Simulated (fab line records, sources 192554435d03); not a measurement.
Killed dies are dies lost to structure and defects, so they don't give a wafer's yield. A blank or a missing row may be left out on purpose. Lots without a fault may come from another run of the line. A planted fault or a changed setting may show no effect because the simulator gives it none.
Which tool did it? | flow n5_finfet | 22 lots, 66 wafers sampled, at 3 steps of a route of 1938

WHAT THE GAUGES READ, wafer by wafer
N5_HKMG_FIN_INSPECT_14: inspects for defects (macro). Usual: raw_defect_count 2.0, standard deviation 1.4.
lot  | measured    | on                | raw_defect_count | flag
L074 | day 4 00:45 | defect_inspect-02 | 3 0 4            |
L075 | day 4 06:37 | defect_inspect-01 | 2 3 3            |
L076 | day 4 13:47 | defect_inspect-01 | 2 1 0            |
L077 | day 4 18:12 | defect_inspect-01 | 1 2 4            |
L078 | day 5 03:45 | defect_inspect-02 | 0 2 1            |
L079 | day 5 06:49 | defect_inspect-01 | 1 3 0            |
L080 | day 5 15:31 | defect_inspect-01 | 4 1 2            |
L081 | day 5 22:23 | defect_inspect-01 | 2 3 1            |
L082 | day 6 00:25 | defect_inspect-02 | 3 5 0            |
L083 | day 6 09:04 | defect_inspect-01 | 2 1 2            |
L084 | day 6 16:02 | defect_inspect-01 | 4 2 4            |
L085 | day 7 00:45 | defect_inspect-01 | 0 0 0            |
L087 | day 7 08:25 | defect_inspect-01 | 4 0 1            |
L088 | day 7 16:58 | defect_inspect-01 | 3 4 2            |
L090 | day 8 07:11 | defect_inspect-01 | 2 1 3            |
L092 | day 8 15:09 | defect_inspect-02 | 1 1 5            |
L091 | day 8 17:28 | defect_inspect-02 | 3 1 2            |
L093 | day 8 23:26 | defect_inspect-02 | 0 1 2            |
L094 | day 9 02:27 | defect_inspect-01 | 3 1 0            |
L095 | day 9 09:14 | defect_inspect-02 | 3 0 0            |
L096 | day 9 14:38 | defect_inspect-02 | 4 0 3            |
L097 | day 9 22:16 | defect_inspect-01 | 4 3 1            |

WHICH TOOL RAN EACH LOT (tool, then ch and the chambers of the sampled wafers, then the start)
lot  | N5_HKMG_FIN_DESCUM_53             | N5_HKMG_FIN_STRIP_60
L074 | rie_diel-01 ch 0,1,2, day 3 21:31 | plasma_asher-01 ch 0,1, day 3 22:23
L075 | rie_diel-03 ch 0,1,2, day 4 03:16 | plasma_asher-01 ch 0,1, day 4 04:08
L076 | rie_diel-01 ch 1,2,3, day 4 10:17 | plasma_asher-02 ch 0,1, day 4 11:10
L077 | rie_diel-04 ch 2,3, day 4 14:58   | plasma_asher-01 ch 0,1, day 4 15:51
L078 | rie_diel-01 ch 0,1,2, day 5 00:09 | plasma_asher-02 ch 0,1, day 5 01:09
L079 | rie_diel-04 ch 1,2,3, day 5 03:31 | plasma_asher-01 ch 0,1, day 5 04:23
L080 | rie_diel-03 ch 0,2,3, day 5 12:11 | plasma_asher-01 ch 0,1, day 5 13:04
L081 | rie_diel-04 ch 0,1,2, day 5 19:02 | plasma_asher-02 ch 0,1, day 5 19:56
L082 | rie_diel-04 ch 1,2, day 5 21:05   | plasma_asher-01 ch 0,1, day 5 21:58
L083 | rie_diel-03 ch 1,2, day 6 05:44   | plasma_asher-02 ch 0,1, day 6 06:36
L084 | rie_diel-03 ch 2,3, day 6 12:47   | plasma_asher-01 ch 0,1, day 6 13:40
L085 | rie_diel-03 ch 2,3, day 6 21:24   | plasma_asher-02 ch 0,1, day 6 22:16
L087 | rie_diel-04 ch 0,3, day 7 05:11   | plasma_asher-01 ch 0,1, day 7 06:11
L088 | rie_diel-03 ch 0,2, day 7 13:34   | plasma_asher-01 ch 0,1, day 7 14:26
L090 | rie_diel-01 ch 0,2,3, day 8 03:43 | plasma_asher-02 ch 0,1, day 8 04:39
L092 | rie_diel-04 ch 0,2,3, day 8 11:49 | plasma_asher-02 ch 0,1, day 8 12:42
L091 | rie_diel-03 ch 1,2, day 8 14:00   | plasma_asher-02 ch 0,1, day 8 14:53
L093 | rie_diel-03 ch 2,3, day 8 20:01   | plasma_asher-02 ch 0,1, day 8 21:01
L094 | rie_diel-04 ch 1,3, day 8 23:12   | plasma_asher-02 ch 0,1, day 9 00:05
L095 | rie_diel-03 ch 0,1,3, day 9 05:53 | plasma_asher-01 ch 0, day 9 06:46
L096 | rie_diel-04 ch 0,1,2, day 9 11:18 | plasma_asher-01 ch 0,1, day 9 12:11
L097 | rie_diel-03 ch 0,1, day 9 18:55   | plasma_asher-02 ch 0,1, day 9 19:48
- N5_HKMG_FIN_DESCUM_53: chemistry O2, time 7.9 s.
- N5_HKMG_FIN_STRIP_60: strips in N2/H2, time 360 s.

WHAT THE TOOLS THEMSELVES READ (means of the sampled wafers that have a number; where no wafer has one, the mark that the record gives instead)
N5_HKMG_FIN_DESCUM_53. Usual: drypump_motor_current_A 5.7 A, standard deviation 0.38; oes_product_au 0.80 a.u., standard deviation 0.085; rf_vpp_V 243.2 V, standard deviation 1.5; showerhead_plenum_p_Torr 2.10 Torr, standard deviation 0.077; throttle_valve_pct 20.45 %, standard deviation 0.25.
lot  | tool        | drypump_motor_current_A (A) | oes_product_au (a.u.) | rf_vpp_V (V) | showerhead_plenum_p_Torr (Torr) | throttle_valve_pct (%) | flag
L074 | rie_diel-01 | 6.1                         | 0.76                  | 243.3        | 2.07                            | 20.30                  |
L075 | rie_diel-03 | 5.6                         | 0.73                  | 243.8        | 2.11                            | 20.55                  |
L076 | rie_diel-01 | 6.0                         | 0.76                  | 242.5        | 2.07                            | 20.46                  |
L077 | rie_diel-04 | 5.6                         | 0.82                  | 244.3        | 2.19                            | 20.62                  |
L078 | rie_diel-01 | 6.0                         | 0.75                  | 242.8        | 2.07                            | 20.31                  |
L079 | rie_diel-04 | 5.8                         | 0.86                  | 244.1        | 2.21                            | 20.49                  |
L080 | rie_diel-03 | 5.5                         | 0.75                  | 243.0        | 2.09                            | 20.66                  |
L081 | rie_diel-04 | 5.8                         | 0.85                  | 243.7        | 2.14                            | 20.36                  |
L082 | rie_diel-04 | 6.0                         | 0.84                  | 244.4        | 2.19                            | 20.43                  |
L083 | rie_diel-03 | 5.8                         | 0.75                  | 243.4        | 2.15                            | 20.66                  |
L084 | rie_diel-03 | 5.8                         | 0.77                  | 242.6        | 2.07                            | 20.66                  |
L085 | rie_diel-03 | 5.8                         | 0.77                  | 242.4        | 2.07                            | 20.66                  |
L087 | rie_diel-04 | 5.5                         | 0.86                  | 243.2        | 2.10                            | 20.21                  |
L088 | rie_diel-03 | 5.4                         | 0.73                  | 243.7        | 2.14                            | 20.77                  |
L090 | rie_diel-01 | 6.0                         | 0.77                  | 241.2        | 2.04                            | 20.38                  |
L092 | rie_diel-04 | 5.6                         | 0.82                  | 244.0        | 2.14                            | 20.45                  |
L091 | rie_diel-03 | 5.8                         | 0.82                  | 244.7        | 2.14                            | 20.56                  |
L093 | rie_diel-03 | 5.7                         | 0.76                  | 243.9        | 2.13                            | 20.77                  |
L094 | rie_diel-04 | 6.0                         | 0.85                  | 244.9        | 2.21                            | 20.37                  |
L095 | rie_diel-03 | 5.8                         | 0.88                  | 241.9        | 2.03                            | 20.28                  |
L096 | rie_diel-04 | 5.7                         | 0.82                  | 244.3        | 2.13                            | 20.40                  |
L097 | rie_diel-03 | 5.9                         | 0.93                  | 242.1        | 2.05                            | 20.08                  |

N5_HKMG_FIN_STRIP_60. Usual: drypump_motor_current_A 5.4 A, standard deviation 0.45; heater_power_w 466 W, standard deviation 32.
lot  | tool            | drypump_motor_current_A (A) | heater_power_w (W) | flag
L074 | plasma_asher-01 | 5.3                         | 474                |
L075 | plasma_asher-01 | 5.3                         | 470                |
L076 | plasma_asher-02 | 5.5                         | 444                |
L077 | plasma_asher-01 | 5.6                         | 489                |
L078 | plasma_asher-02 | 5.5                         | 437                |
L079 | plasma_asher-01 | 5.7                         | 485                |
L080 | plasma_asher-01 | 5.6                         | 492                |
L081 | plasma_asher-02 | 5.3                         | 463                |
L082 | plasma_asher-01 | 5.6                         | 482                |
L083 | plasma_asher-02 | 5.2                         | 458                |
L084 | plasma_asher-01 | 5.6                         | 489                |
L085 | plasma_asher-02 | 5.2                         | 466                |
L087 | plasma_asher-01 | 5.6                         | 488                |
L088 | plasma_asher-01 | 5.3                         | 474                |
L090 | plasma_asher-02 | 5.5                         | 437                |
L092 | plasma_asher-02 | 5.3                         | 465                |
L091 | plasma_asher-02 | 5.5                         | 441                |
L093 | plasma_asher-02 | 5.5                         | 444                |
L094 | plasma_asher-02 | 5.2                         | 463                |
L095 | plasma_asher-01 | 4.9                         | 455                |
L096 | plasma_asher-01 | 5.7                         | 488                |
L097 | plasma_asher-02 | 5.5                         | 444                |

THE ANSWER, worked out from the rows above alone
Rule: a lot is off if the mean of its wafers that have a number lies more than 3 standard deviations from the usual mean. A lot without any number at a reading at which 4 lots or more have one is off too. The other lots that the step has rows for count as sound. The gauges are gone through in route order, then the tools' own readings, and for those a lot's mean is taken as printed above. The first step at which some lot is off is used, and at that step the reading that is off furthest; a lot without a number counts as furthest.
No lot is off at any reading shown: from this, nothing can be told.

WHAT THE SIMULATOR HAD PUT IN
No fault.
